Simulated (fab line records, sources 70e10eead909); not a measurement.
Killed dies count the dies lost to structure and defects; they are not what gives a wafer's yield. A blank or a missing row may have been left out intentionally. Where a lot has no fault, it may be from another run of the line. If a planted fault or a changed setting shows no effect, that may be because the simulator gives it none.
Which tool was responsible? || flow nand_harc || 12 lots, 36 wafers sampled, at 6 steps of a route of 1159

== WHAT THE GAUGES READ, wafer by wafer ==
NHARC_P_M2_CD_MEAS_09 targets a cd of 170 nm.
{"lot": "L628", "measured": "day 6 01:56", "on": "cd_sem-03", "cd_nm (nm)": "170.2 170.1 170.6"}
{"lot": "L630", "measured": "day 6 14:50", "on": "cd_sem-03", "cd_nm (nm)": "171.2 170.6 169.7"}
{"lot": "L631", "measured": "day 6 18:28", "on": "cd_sem-03", "cd_nm (nm)": "170.2 170.0 171.2"}
{"lot": "L633", "measured": "day 7 07:42", "on": "cd_sem-02", "cd_nm (nm)": "170.2 169.6 170.0"}
{"lot": "L632", "measured": "day 7 08:41", "on": "cd_sem-02", "cd_nm (nm)": "178.7 179.1 179.8"}
{"lot": "L634", "measured": "day 7 21:31", "on": "cd_sem-02", "cd_nm (nm)": "179.6 179.7 178.6"}
{"lot": "L635", "measured": "day 7 22:08", "on": "cd_sem-02", "cd_nm (nm)": "177.4 177.6 177.8"}
{"lot": "L647", "measured": "day 10 19:40", "on": "cd_sem-03", "cd_nm (nm)": "170.9 169.8 170.1"}
{"lot": "L648", "measured": "day 11 01:24", "on": "cd_sem-03", "cd_nm (nm)": "170.3 170.5 170.4"}
{"lot": "L650", "measured": "day 11 10:10", "on": "cd_sem-02", "cd_nm (nm)": "169.8 169.7 170.1"}
{"lot": "L649", "measured": "day 11 11:01", "on": "cd_sem-02", "cd_nm (nm)": "168.9 169.2 168.5"}
{"lot": "L651", "measured": "day 11 14:58", "on": "cd_sem-02", "cd_nm (nm)": "169.0 169.4 169.9"}

NHARC_P_M2_INSPECT_11.
{"lot": "L628", "measured": "day 6 02:04", "on": "defect_inspect-01", "raw_defect_count": "3 2 0"}
{"lot": "L630", "measured": "day 6 14:57", "on": "defect_inspect-01", "raw_defect_count": "1 0 0"}
{"lot": "L631", "measured": "day 6 18:35", "on": "defect_inspect-02", "raw_defect_count": "9 11 7"}
{"lot": "L633", "measured": "day 7 07:49", "on": "defect_inspect-01", "raw_defect_count": "10 8 6"}
{"lot": "L632", "measured": "day 7 08:49", "on": "defect_inspect-01", "raw_defect_count": "3 3 2"}
{"lot": "L634", "measured": "day 7 21:38", "on": "defect_inspect-01", "raw_defect_count": "4 5 2"}
{"lot": "L635", "measured": "day 7 22:16", "on": "defect_inspect-02", "raw_defect_count": "4 9 7"}
{"lot": "L647", "measured": "day 10 19:47", "on": "defect_inspect-02", "raw_defect_count": "5 5 3"}
{"lot": "L648", "measured": "day 11 01:31", "on": "defect_inspect-01", "raw_defect_count": "7 4 2"}
{"lot": "L650", "measured": "day 11 10:18", "on": "defect_inspect-01", "raw_defect_count": "1 1 1"}
{"lot": "L649", "measured": "day 11 11:08", "on": "defect_inspect-02", "raw_defect_count": "4 5 4"}
{"lot": "L651", "measured": "day 11 15:05", "on": "defect_inspect-01", "raw_defect_count": "2 3 3"}

NHARC_END_SORT_01.
{"lot": "L628", "measured": "day 19 01:39", "on": "prober-02", "defect_limited_yield (%)": "96.5 96.8 97.8", "killed_at_array": "20 21 12", "killed_at_other": "1 0 1", "killed_at_periphery": "3 1 2", "killed_dies": "24 22 15", "killed_open": "3 2 2", "killed_short": "2 1 2", "sort_bin_2_pct (%)": "1.5 1.5 0.6", "sort_bin_3_pct (%)": "0.30 0.30 0.30", "sort_bin_4_pct (%)": "1.8 1.5 1.3", "sort_n_pass": "653 655 662", "sort_rim_yield_pct (%)": "96.2 93.4 97.2", "sort_yield_pct (%)": "96.5 96.8 97.8"}
{"lot": "L630", "measured": "day 20 01:22", "on": "prober-01", "defect_limited_yield (%)": "97.8 96.2 96.5", "killed_at_array": "15 26 23", "killed_at_other": "0 0 0", "killed_at_periphery": "0 0 1", "killed_dies": "15 26 24", "killed_open": "1 7 4", "killed_short": "4 2 5", "sort_bin_2_pct (%)": "0.7 0.9 1.5", "sort_bin_3_pct (%)": "0.15 0 0.15", "sort_bin_4_pct (%)": "1.3 3.0 1.9", "sort_n_pass": "662 651 653", "sort_rim_yield_pct (%)": "99.1 99.1 98.1", "sort_yield_pct (%)": "97.8 96.2 96.5"}
{"lot": "L631", "measured": "day 20 03:01", "on": "prober-02", "defect_limited_yield (%)": "92.9 95.3 93.9", "killed_at_array": "38 23 37", "killed_at_other": "2 2 1", "killed_at_periphery": "8 7 3", "killed_dies": "48 32 41", "killed_open": "5 1 3", "killed_short": "3 2 3", "sort_bin_2_pct (%)": "2.8 1.3 1.8", "sort_bin_3_pct (%)": "0.15 0.30 0.15", "sort_bin_4_pct (%)": "4.1 3.1 4.1", "sort_n_pass": "629 645 636", "sort_rim_yield_pct (%)": "92.5 89.6 91.5", "sort_yield_pct (%)": "92.9 95.3 93.9"}
{"lot": "L633", "measured": "day 20 15:53", "on": "prober-02", "defect_limited_yield (%)": "95.4 96.5 96.5", "killed_at_array": "25 20 16", "killed_at_other": "0 0 0", "killed_at_periphery": "6 4 8", "killed_dies": "31 24 24", "killed_open": "4 1 3", "killed_short": "6 0 0", "sort_bin_2_pct (%)": "1.6 1.8 1.9", "sort_bin_3_pct (%)": "0 0.15 0", "sort_bin_4_pct (%)": "3.0 1.6 1.6", "sort_n_pass": "646 653 653", "sort_rim_yield_pct (%)": "96.2 96.2 97.2", "sort_yield_pct (%)": "95.4 96.5 96.5"}
{"lot": "L632", "measured": "day 20 15:55", "on": "prober-01", "defect_limited_yield (%)": "96.6 98.4 96.9", "killed_at_array": "20 8 16", "killed_at_other": "0 0 0", "killed_at_periphery": "3 3 5", "killed_dies": "23 11 21", "killed_open": "1 1 5", "killed_short": "3 1 1", "sort_bin_2_pct (%)": "1.3 0.7 0.9", "sort_bin_3_pct (%)": "0.44 0 0.44", "sort_bin_4_pct (%)": "1.6 0.9 1.8", "sort_n_pass": "654 666 656", "sort_rim_yield_pct (%)": "92.5 97.2 97.2", "sort_yield_pct (%)": "96.6 98.4 96.9"}
{"lot": "L634", "measured": "day 21 02:22", "on": "prober-02", "defect_limited_yield (%)": "95.3 95.0 96.2", "killed_at_array": "29 31 21", "killed_at_other": "2 0 2", "killed_at_periphery": "1 3 3", "killed_dies": "32 34 26", "killed_open": "2 2 2", "killed_short": "0 1 3", "sort_bin_2_pct (%)": "1.3 1.3 1.2", "sort_bin_3_pct (%)": "0.44 0.30 0.15", "sort_bin_4_pct (%)": "3.0 3.4 2.5", "sort_n_pass": "645 643 651", "sort_rim_yield_pct (%)": "97.2 93.4 97.2", "sort_yield_pct (%)": "95.3 95.0 96.2"}
{"lot": "L635", "measured": "day 21 09:55", "on": "prober-01", "defect_limited_yield (%)": "95.4 95.1 96.6", "killed_at_array": "28 25 20", "killed_at_other": "1 0 0", "killed_at_periphery": "2 8 3", "killed_dies": "31 33 23", "killed_open": "2 8 3", "killed_short": "5 2 4", "sort_bin_2_pct (%)": "1.3 1.2 1.0", "sort_bin_3_pct (%)": "0.30 0.30 0.15", "sort_bin_4_pct (%)": "3.0 3.4 2.2", "sort_n_pass": "646 644 654", "sort_rim_yield_pct (%)": "96.2 97.2 96.2", "sort_yield_pct (%)": "95.4 95.1 96.6"}
{"lot": "L647", "measured": "day 23 21:59", "on": "prober-01", "defect_limited_yield (%)": "93.8 95.6 94.4", "killed_at_array": "41 27 36", "killed_at_other": "0 1 1", "killed_at_periphery": "1 2 1", "killed_dies": "42 30 38", "killed_open": "6 3 4", "killed_short": "1 1 1", "sort_bin_2_pct (%)": "1.8 1.8 1.8", "sort_bin_3_pct (%)": "0 0 0.15", "sort_bin_4_pct (%)": "4.4 2.7 3.7", "sort_n_pass": "635 647 639", "sort_rim_yield_pct (%)": "92.5 91.5 96.2", "sort_yield_pct (%)": "93.8 95.6 94.4"}
{"lot": "L648", "measured": "day 23 18:33", "on": "prober-02", "defect_limited_yield (%)": "94.5 94.5 94.5", "killed_at_array": "32 33 32", "killed_at_other": "0 0 0", "killed_at_periphery": "5 4 5", "killed_dies": "37 37 37", "killed_open": "1 8 5", "killed_short": "5 3 2", "sort_bin_2_pct (%)": "1.8 1.6 1.9", "sort_bin_3_pct (%)": "0.74 0 0", "sort_bin_4_pct (%)": "3.0 3.8 3.5", "sort_n_pass": "640 640 640", "sort_rim_yield_pct (%)": "95.3 91.5 97.2", "sort_yield_pct (%)": "94.5 94.5 94.5"}
{"lot": "L650", "measured": "day 24 13:57", "on": "prober-02", "defect_limited_yield (%)": "93.4 93.4 94.7", "killed_at_array": "42 43 33", "killed_at_other": "1 0 1", "killed_at_periphery": "2 2 2", "killed_dies": "45 45 36", "killed_open": "4 2 2", "killed_short": "1 5 1", "sort_bin_2_pct (%)": "2.4 1.8 1.9", "sort_bin_3_pct (%)": "0 0.30 0.44", "sort_bin_4_pct (%)": "4.3 4.6 3.0", "sort_n_pass": "632 632 641", "sort_rim_yield_pct (%)": "91.5 93.4 91.5", "sort_yield_pct (%)": "93.4 93.4 94.7"}
{"lot": "L649", "measured": "day 24 23:52", "on": "prober-02", "defect_limited_yield (%)": "96.8 94.7 96.8", "killed_at_array": "22 34 20", "killed_at_other": "0 1 1", "killed_at_periphery": "0 1 1", "killed_dies": "22 36 22", "killed_open": "3 1 3", "killed_short": "2 1 4", "sort_bin_2_pct (%)": "1.6 2.2 1.2", "sort_bin_3_pct (%)": "0.15 0 0.30", "sort_bin_4_pct (%)": "1.5 3.1 1.8", "sort_n_pass": "655 641 655", "sort_rim_yield_pct (%)": "94.3 91.5 98.1", "sort_yield_pct (%)": "96.8 94.7 96.8"}
{"lot": "L651", "measured": "day 24 17:28", "on": "prober-01", "defect_limited_yield (%)": "93.6 94.7 95.0", "killed_at_array": "42 34 30", "killed_at_other": "0 0 0", "killed_at_periphery": "1 2 4", "killed_dies": "43 36 34", "killed_open": "5 3 3", "killed_short": "2 4 2", "sort_bin_2_pct (%)": "2.4 2.2 1.2", "sort_bin_3_pct (%)": "0.59 0 0.15", "sort_bin_4_pct (%)": "3.4 3.1 3.7", "sort_n_pass": "634 641 643", "sort_rim_yield_pct (%)": "92.5 93.4 88.7", "sort_yield_pct (%)": "93.6 94.7 95.0"}

== WHAT TOOL EACH LOT RAN ON (gives the tool, then ch and the chambers of the sampled wafers, and finally the start) ==
{"lot": "L628", "NHARC_P_M1_PVD_20": "pvd_sputter-02, day 6 01:51 or earlier", "NHARC_P_M2_PEB_07": "litho_track-01 ch 0, day 6 01:51", "NHARC_P_M2_ETCH_15": "rie_diel-07 ch 0,2,3, day 19 01:39 or earlier"}
{"lot": "L630", "NHARC_P_M1_PVD_20": "pvd_sputter-02, day 6 14:45 or earlier", "NHARC_P_M2_PEB_07": "litho_track-01 ch 0, day 6 14:45", "NHARC_P_M2_ETCH_15": "rie_diel-07 ch 1,3, day 20 01:22 or earlier"}
{"lot": "L631", "NHARC_P_M1_PVD_20": "pvd_sputter-01, day 6 18:23 or earlier", "NHARC_P_M2_PEB_07": "litho_track-01 ch 0, day 6 18:23", "NHARC_P_M2_ETCH_15": "rie_diel-07 ch 0,1, day 20 03:01 or earlier"}
{"lot": "L633", "NHARC_P_M1_PVD_20": "pvd_sputter-02, day 7 07:37 or earlier", "NHARC_P_M2_PEB_07": "litho_track-01 ch 0, day 7 07:37", "NHARC_P_M2_ETCH_15": "rie_diel-07 ch 1,2,3, day 20 15:53 or earlier"}
{"lot": "L632", "NHARC_P_M1_PVD_20": "pvd_sputter-02, day 7 08:37 or earlier", "NHARC_P_M2_PEB_07": "litho_track-01 ch 0, day 7 08:37", "NHARC_P_M2_ETCH_15": "rie_diel-07 ch 1,3, day 20 15:55 or earlier"}
{"lot": "L634", "NHARC_P_M1_PVD_20": "pvd_sputter-03, day 7 21:26 or earlier", "NHARC_P_M2_PEB_07": "litho_track-01 ch 0, day 7 21:26", "NHARC_P_M2_ETCH_15": "rie_diel-07 ch 0,2, day 21 02:22 or earlier"}
{"lot": "L635", "NHARC_P_M1_PVD_20": "pvd_sputter-02, day 7 22:04 or earlier", "NHARC_P_M2_PEB_07": "litho_track-01 ch 0, day 7 22:04", "NHARC_P_M2_ETCH_15": "rie_diel-11 ch 1,2, day 21 09:55 or earlier"}
{"lot": "L647", "NHARC_P_M1_PVD_20": "pvd_sputter-02, day 10 19:35 or earlier", "NHARC_P_M2_PEB_07": "litho_track-06 ch 0, day 10 19:35", "NHARC_P_M2_ETCH_15": "rie_diel-10 ch 0,2,3, day 23 21:59 or earlier"}
{"lot": "L648", "NHARC_P_M1_PVD_20": "pvd_sputter-03, day 11 01:19 or earlier", "NHARC_P_M2_PEB_07": "litho_track-06 ch 0, day 11 01:19", "NHARC_P_M2_ETCH_15": "rie_diel-07 ch 0,1,2, day 23 18:33 or earlier"}
{"lot": "L650", "NHARC_P_M1_PVD_20": "pvd_sputter-03, day 11 10:05 or earlier", "NHARC_P_M2_PEB_07": "litho_track-06 ch 0, day 11 10:05", "NHARC_P_M2_ETCH_15": "rie_diel-07 ch 0,1,2, day 24 13:57 or earlier"}
{"lot": "L649", "NHARC_P_M1_PVD_20": "pvd_sputter-03, day 11 10:56 or earlier", "NHARC_P_M2_PEB_07": "litho_track-01 ch 0, day 11 10:56", "NHARC_P_M2_ETCH_15": "rie_diel-07 ch 0,1,2, day 24 23:52 or earlier"}
{"lot": "L651", "NHARC_P_M1_PVD_20": "pvd_sputter-01, day 11 14:53 or earlier", "NHARC_P_M2_PEB_07": "litho_track-01 ch 0, day 11 14:53", "NHARC_P_M2_ETCH_15": "rie_diel-07 ch 0,1,2, day 24 17:28 or earlier"}
- NHARC_P_M1_PVD_20: deposits TaN, target thk 5 nm, time 8.06 s.
- NHARC_P_M2_PEB_07: peb time 65 s.
- NHARC_P_M2_ETCH_15: etches the open film in C4F8/Ar, target depth 182.5 nm, time 91.2 s.

== AS READ BY THE TOOLS THEMSELVES (means over the sampled wafers that have a number; for cases with no such wafer, the mark the record gives instead) ==
NHARC_P_M1_PVD_20.
{"lot": "L628", "tool": "pvd_sputter-02", "throttle_valve_pct (%)": 30.1}
{"lot": "L630", "tool": "pvd_sputter-02", "throttle_valve_pct (%)": 29.8}
{"lot": "L631", "tool": "pvd_sputter-01", "throttle_valve_pct (%)": 29.4}
{"lot": "L633", "tool": "pvd_sputter-02", "throttle_valve_pct (%)": 30.3}
{"lot": "L632", "tool": "pvd_sputter-02", "throttle_valve_pct (%)": 30.0}
{"lot": "L634", "tool": "pvd_sputter-03", "throttle_valve_pct (%)": 30.9}
{"lot": "L635", "tool": "pvd_sputter-02", "throttle_valve_pct (%)": 30.5}
{"lot": "L647", "tool": "pvd_sputter-02", "throttle_valve_pct (%)": 30.7}
{"lot": "L648", "tool": "pvd_sputter-03", "throttle_valve_pct (%)": 30.9}
{"lot": "L650", "tool": "pvd_sputter-03", "throttle_valve_pct (%)": 31.4}
{"lot": "L649", "tool": "pvd_sputter-03", "throttle_valve_pct (%)": 29.6}
{"lot": "L651", "tool": "pvd_sputter-01", "throttle_valve_pct (%)": 29.2}

NHARC_P_M2_ETCH_15.
{"lot": "L628", "tool": "rie_diel-07", "oes_product_au (a.u.)": 0.970, "rf_vpp_V (V)": 442.4}
{"lot": "L630", "tool": "rie_diel-07", "oes_product_au (a.u.)": 0.919, "rf_vpp_V (V)": 440.3}
{"lot": "L631", "tool": "rie_diel-07", "oes_product_au (a.u.)": 0.945, "rf_vpp_V (V)": 443.0}
{"lot": "L633", "tool": "rie_diel-07", "oes_product_au (a.u.)": 0.920, "rf_vpp_V (V)": 441.0}
{"lot": "L632", "tool": "rie_diel-07", "oes_product_au (a.u.)": 0.967, "rf_vpp_V (V)": 439.1}
{"lot": "L634", "tool": "rie_diel-07", "oes_product_au (a.u.)": 0.969, "rf_vpp_V (V)": 444.2}
{"lot": "L635", "tool": "rie_diel-11", "oes_product_au (a.u.)": 0.928, "rf_vpp_V (V)": 438.1}
{"lot": "L647", "tool": "rie_diel-10", "oes_product_au (a.u.)": 0.945, "rf_vpp_V (V)": 441.7}
{"lot": "L648", "tool": "rie_diel-07", "oes_product_au (a.u.)": 0.965, "rf_vpp_V (V)": 441.6}
{"lot": "L650", "tool": "rie_diel-07", "oes_product_au (a.u.)": 0.970, "rf_vpp_V (V)": 443.2}
{"lot": "L649", "tool": "rie_diel-07", "oes_product_au (a.u.)": 0.967, "rf_vpp_V (V)": 444.0}
{"lot": "L651", "tool": "rie_diel-07", "oes_product_au (a.u.)": 0.977, "rf_vpp_V (V)": 442.6}

== THE ANSWER, worked out from the rows above alone ==
Rule: what is usual is taken from the lots themselves. The widest of any qualifying gaps counts: lots, ordered by their means at a reading, are off when they make up no more than a third of the lots, leave a main group of 4 or more, and stand apart from it by 3 or more times the standard deviation of that group's means. Not used: any main group whose means are identical at the precision the tables above print for the reading. Also off: a lot with no number at a reading for which 4 or more lots have one. Where the step has rows for the other lots, those lots are counted as sound. After the gauges, taken in route order, come the tools' own readings; for these a lot's mean is taken, as printed above. At the first step where some lot is off, the reading lying furthest off is the one used; lots without a number count as furthest.
Off: L632, L634, L635 (NHARC_P_M2_CD_MEAS_09, cd_nm). Mean 170.0 nm and standard deviation 0.52 in the main group.
A tool fits if, at a process step before that reading, it ran every lot that is off, and no sound lot after the first of them. The gauges at NHARC_P_M2_CD_MEAS_09 are tried like those tools. Because NHARC_P_M1_PVD_20 lacks a start for some lots, the hours and order of its lots are taken from NHARC_P_M2_PEB_07. Of those tried, none fits.

== WHAT WAS PUT IN BY THE SIMULATOR ==
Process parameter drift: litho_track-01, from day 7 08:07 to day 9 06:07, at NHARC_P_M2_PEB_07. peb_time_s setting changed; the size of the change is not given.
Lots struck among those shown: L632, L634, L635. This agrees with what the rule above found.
